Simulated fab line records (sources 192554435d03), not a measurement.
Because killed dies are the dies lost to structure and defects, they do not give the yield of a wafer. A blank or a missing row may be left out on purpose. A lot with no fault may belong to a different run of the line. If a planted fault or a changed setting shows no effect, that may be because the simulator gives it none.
Split-lot experiment | flow n5_finfet | 21 wafers read from 7 lots, route of 1938 steps

== ABOUT THE SPLIT ==
At N5_BEOL_M7_HM_DEP_02 (deposits TiN, target thk 20 nm), the setting target_thk_a was moved away from the recipe's 200 angstrom on 3 of the 21 wafers read, by +5.0% to +10.9%. For the rest of the wafers, this setting stayed at what the recipe calls for.

== FROM THE SPLIT TO THE READING: what the file shows between them, 4 steps ==
- N5_BEOL_M7_COAT_59: time 60 s, resist thk 100 nm
- N5_BEOL_M7_COAT_60: time 60 s, resist thk 35 nm
- N5_BEOL_M7_STRIP_68: strips in N2/H2
- N5_BEOL_M7_STRIP_67: strips in CF4

== THE READING ==
etch.depth_nm (the simulator's own value, which no gauge read), in nm, at N5_BEOL_M7_HM_OPEN_17 (chemistry Cl2/BCl3, target TiN, target depth 20 nm, overetch 6 nm). The file gives no usual value for it. Average 20.00 nm, standard deviation 0.18 nm, over the 18 wafers here run with the recipe.

wafer  | tool, chamber at the split | target_thk_a as run, angstrom | against the recipe | etch.depth_nm, nm | against lot-mates on the recipe
L077.1 | pvd_sputter-03, -          | 209.9                         | +5.0%              | 20.99             | +1.06
L077.3 | pvd_sputter-03, -          | 209.9                         | +5.0%              | 20.9              | +0.97
L077.5 | pvd_sputter-03, -          | 200                           | recipe             | 19.93             | -
L079.1 | pvd_sputter-02, -          | 200                           | recipe             | 19.95             | -
L079.2 | pvd_sputter-02, -          | 221.7                         | +10.9%             | 21.6              | +1.81
L079.4 | pvd_sputter-02, -          | 200                           | recipe             | 19.63             | -
L083.4 | pvd_sputter-02, -          | 200                           | recipe             | 20.1              | -
L083.5 | pvd_sputter-02, -          | 200                           | recipe             | 20.04             | -
L083.6 | pvd_sputter-02, -          | 200                           | recipe             | 19.65             | -
L084.2 | pvd_sputter-03, -          | 200                           | recipe             | 20.2              | -
L084.3 | pvd_sputter-03, -          | 200                           | recipe             | 20.01             | -
L084.5 | pvd_sputter-03, -          | 200                           | recipe             | 19.87             | -
L086.2 | pvd_sputter-03, -          | 200                           | recipe             | 19.87             | -
L086.4 | pvd_sputter-03, -          | 200                           | recipe             | 19.87             | -
L086.5 | pvd_sputter-03, -          | 200                           | recipe             | 20                | -
L087.1 | pvd_sputter-02, -          | 200                           | recipe             | 20.21             | -
L087.3 | pvd_sputter-02, -          | 200                           | recipe             | 19.95             | -
L087.6 | pvd_sputter-02, -          | 200                           | recipe             | 20.27             | -
L094.1 | pvd_sputter-03, -          | 200                           | recipe             | 20.17             | -
L094.2 | pvd_sputter-03, -          | 200                           | recipe             | 20.04             | -
L094.6 | pvd_sputter-03, -          | 200                           | recipe             | 20.31             | -

FIT RESULTS
A straight line over all 21 wafers: etch.depth_nm changes by +0.159 nm for each +1% of target_thk_a; r = +0.92; the points scatter about the line by 0.19 nm.
The same after taking each lot's own level away (the mean of its wafers on the recipe; 21 wafers): +0.177 nm for each +1%; r = +0.96; scatter 0.14 nm.
Per that fit: largest target_thk_a move, reading shift of 1.9 nm.
The span of the lots' own levels, 19.790 to 20.173 nm, comes to 2.1 times the standard deviation stated above.
Hence the slope depends on the lot-to-lot level, as the two fits are not the same.
Check: +2.22 nm against its lot-mates is what the line predicts for one of the wafers moved furthest among these (+10.9%) when that wafer is left out of the fit. It came out at +1.81 nm against them.

== THE OTHER SPLITS THESE WAFERS WENT THROUGH ==
Other splits were also applied to these wafers ahead of the reading. Each is held against what the fit with the lots' levels taken away leaves over:
other split on the same wafers | wafers away from the commonest value | r with etch.depth_nm (lot level and that fit taken away)
N5_BEOL_M5_COAT_22 spin_rpm    | 5                                    | +0.20
N5_BEOL_M6_ETCH_62 time_s      | 5                                    | -0.05
N5_BEOL_M6_COAT_22 spin_rpm    | 6                                    | -0.30
N5_BEOL_M6_DEP_56 time_s       | 7                                    | +0.29

== THE WHOLE CHAIN: every reading that the file lists as answering this split, in the file's order ==
step                  | what it does                                                      | reading                                                                          | change (the file's fit)               | r (the file's)
N5_BEOL_M7_HM_DEP_02  | deposits TiN, target thk 20 nm                                    | TiN_of_BEOL_M7_HM_DEP_02.thk_nm (the simulator's own value, which no gauge read) | +0.169 nm for each +1% of the setting | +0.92
N5_BEOL_M7_HM_OPEN_17 | chemistry Cl2/BCl3, target TiN, target depth 20 nm, overetch 6 nm | etch.depth_nm (the simulator's own value, which no gauge read)                   | +0.173 nm for each +1% of the setting | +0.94

== THE FILE'S OWN FIT ==
etch.depth_nm changes by +0.173 nm for each +1% of target_thk_a, r = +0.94.
